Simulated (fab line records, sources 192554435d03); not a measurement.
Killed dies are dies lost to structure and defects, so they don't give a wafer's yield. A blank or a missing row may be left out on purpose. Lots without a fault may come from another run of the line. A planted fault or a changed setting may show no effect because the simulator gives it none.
A struck lot beside a sound one | flow n5_finfet | 40 steps out of a route of 1938
Sound: wafers L212.1, L212.2, L212.3. Struck: wafer L203.4. (L203.1 of the same lot was not struck and is left out.) The cause comes at the end.
At each step with rows: each side's tool, then ch and its chambers, then its first start. Under that, the readings that differ: sound wafers | struck wafers | difference of the means | sigmas: that difference in standard deviations of wafers without a fault.
alike: readings whose means differ by less than 2 such deviations, and words and numbers that are the same on both sides. not compared: withheld readings, readings that some wafer has no value for, bounds like >300 that may hide the same value, and numbers for which the record gives no deviation and whose values overlap.
The two part at a step that has a row with sigmas, a row that says differs or no value, or rows on one side only. Numbers that don't overlap but have no deviation are shown without sigmas and don't part them. A reading that every wafer of one side lacks parts them only if that side has two wafers or more.

first, 12 steps without rows for these wafers: N5_HKMG_FIN_DESCUM_53 (chemistry O2, time 7.9 s); N5_HKMG_FIN_ETCH_54 (etches SiARC in CF4, target depth 45.5 nm, time 75.8 s); N5_HKMG_FIN_ETCH_55 (etches SOC in N2/H2, target depth 240 nm, time 300 s); N5_HKMG_FIN_STRIP_56 (strips in N2/H2); N5_HKMG_FIN_STRIP_57 (strips in CF4); N5_HKMG_FIN_ETCH_58 (etches SOC in N2/H2, target depth 215.8 nm, time 741 s); N5_HKMG_FIN_STRIP_93 (strips SOC in N2/H2, time 20 s); N5_HKMG_FIN_WET_ETCH_76 (etches Al2O3 in dNH4OH, stops on La2O3, target depth 2.25 nm, rinse time 30 s); N5_HKMG_FIN_STRIP_60 (strips in N2/H2, time 360 s); N5_HKMG_FIN_WET_ETCH_77 (etches La2O3 in dHCl, stops on HfO2, target depth 2 nm); N5_HKMG_FIN_WET_ETCH_78 (etches Al2O3 in dNH4OH, stops on La2O3, target depth 4.5 nm, rinse time 30 s); N5_HKMG_FIN_ALD_79 (deposits TiN, target thk 1.5 nm, pulse time 1 s, purge time 3 s).
N5_HKMG_FIN_CVD_62: deposits a-Si from Si2H6, target thk 3 nm, time 20.8 s.
  sound on thermal_cvd_si-01 ch 0,1,2, day 9 20:46; struck on thermal_cvd_si-02 ch 0, day 7 11:20
  reading                                   | sound     | struck | difference | sigmas
  model.a-Si_of_HKMG_FIN_CVD_62.thk_nm (nm) | 2.8 2.8 3 | 5      | +2         |
  alike: heater_power_w
then, 25 steps without rows for these wafers: N5_HKMG_FIN_RTA_80 (time 2 s); N5_HKMG_FIN_PRECLEAN_64 (cleans in dHF, time 30 s); N5_HKMG_FIN_WET_ETCH_65 (etches a-Si in TMAH, stops on TiN, time 49 s, target depth 3 nm); N5_HKMG_FIN_WET_ETCH_81 (etches TiN in SC1, stops on HfO2, time 57 s, target depth 6 nm); N5_HKMG_FIN_WET_ETCH_82 (etches La2O3 in dHCl, stops on HfO2, target depth 2 nm, rinse time 30 s); N5_HKMG_FIN_ALD_36 (deposits TiN, target thk 1 nm, pulse time 1 s, purge time 3 s); N5_HKMG_FIN_PWFM_ALD_03 (deposits TiN, target thk 2 nm, pulse time 1 s, purge time 3 s); N5_HKMG_FIN_COAT_29 (time 60 s, resist thk 300 nm); N5_HKMG_FIN_COAT_30 (time 60 s, resist thk 35 nm); N5_HKMG_FIN_COAT_06 (resist thk 90 nm); N5_HKMG_FIN_EBR_08; N5_HKMG_FIN_SOFTBAKE_07 (time 60 s); N5_HKMG_FIN_EXPOSE_09 (exposes mask NWFM); N5_HKMG_FIN_PEB_10 (peb time 60 s); N5_HKMG_FIN_DEVELOP_11 (develop time 30 s); N5_HKMG_FIN_DESCUM_17 (chemistry O2, time 7.9 s); N5_HKMG_FIN_ETCH_31 (etches SiARC in CF4, target depth 45.5 nm, time 75.8 s); N5_HKMG_FIN_ETCH_32 (etches SOC in N2/H2, target depth 240 nm, time 300 s); N5_HKMG_FIN_STRIP_33 (strips in N2/H2); N5_HKMG_FIN_STRIP_34 (strips in CF4); N5_HKMG_FIN_ETCH_35 (etches SOC in N2/H2, target depth 215.8 nm, time 243.4 s); N5_HKMG_FIN_STRIP_92 (strips SOC in N2/H2, time 20 s); N5_HKMG_FIN_WET_ETCH_18 (etches TiN in SC1, time 55 s, target depth 5.2 nm, rinse time 30 s); N5_HKMG_FIN_STRIP_19 (strips in N2/H2, time 360 s); N5_HKMG_FIN_ALD_91 (deposits TiN, target thk 1 nm, pulse time 1 s, purge time 3 s).
-- the record jumps here: 8 days lie between the struck wafers' starts before and after (it left off in module HKMG_FIN and takes up again in module BEOL_M4, whose first step shown is number 1111 of the route) --
N5_BEOL_M4_RC_MEAS_101:
  sound on prober-01 ch 0, day 17 09:47; struck on prober-02 ch 0, day 15 11:40
  reading             | sound                      | struck   | difference | sigmas
  DIBL_P (mV/V)       | 36 40 41                   | 31       | -8         | -2
  EOT_P               | 10.26 10.32 10.43          | 10.82    | +0.48      | +5
  IGATE_P (nA/um)     | 0.0051 0.0043 0.0039       | 0.0007   | -0.0037    | -5
  IOFF_N (nA/um)      | 0.14 0.20 0.23             | 0.00     | -0.19      | -4
  IOFF_N_85C (nA/um)  | 2.8 3.9 4.3                | 0.0      | -3.7       | -5
  IOFF_N_LIN (nA/um)  | 0.069 0.091 0.094          | 0.000    | -0.085     | -5
  IOFF_N_LONG (nA/um) | 5.52e-05 5.61e-05 5.64e-05 | 2.87e-05 | -2.72e-05  | -11
  IOFF_P (nA/um)      | 0.20 0.25 0.28             | 2.03     | +1.79      | +36
  IOFF_P_85C (nA/um)  | 3.5 4.2 4.7                | 24.4     | +20.3      | +29
  IOFF_P_LIN (nA/um)  | 0.095 0.110 0.119          | 1.127    | +1.019     | +64
  IOFF_P_LONG (nA/um) | 0.000105 0.0001 0.000106   | 0.000571 | +0.000467  | +53
  ION_N (uA/um)       | 675 690 678                | 286      | -395       | -28
  ION_P (uA/um)       | 466 463 463                | 534      | +70        | +8
  VT_N (mV)           | 251 248 249                | 434      | +185       | +49
  VT_N_LONG (mV)      | 274.3 276.8 275.8          | 445.7    | +170.1     | +85
  VT_N_LVT (mV)       | 99 94 95                   | 281      | +185       | +49
  VT_P (mV)           | -250 -248 -249             | -182     | +67        | +20
  VT_P_LONG (mV)      | -277 -276 -277             | -221     | +56        | +19
  VT_P_LVT (mV)       | -98 -96 -94                | -29      | +67        | +22
  alike: DIBL_N, SS_N, SS_P
-- the record jumps here: 5 days lie between the struck wafers' starts before and after (it left off in module BEOL_M4 and takes up again in module PASSIVATION, whose first step shown is number 1936 of the route) --
N5_PASSIVATION_PROBE_49:
  the record has rows for the struck wafers here (prober-02, day 20 13:10) and none for the sound ones

WHERE THEY PART
First at N5_BEOL_M4_RC_MEAS_101; last, within this record, at N5_PASSIVATION_PROBE_49.

WHY: what the simulator had put in
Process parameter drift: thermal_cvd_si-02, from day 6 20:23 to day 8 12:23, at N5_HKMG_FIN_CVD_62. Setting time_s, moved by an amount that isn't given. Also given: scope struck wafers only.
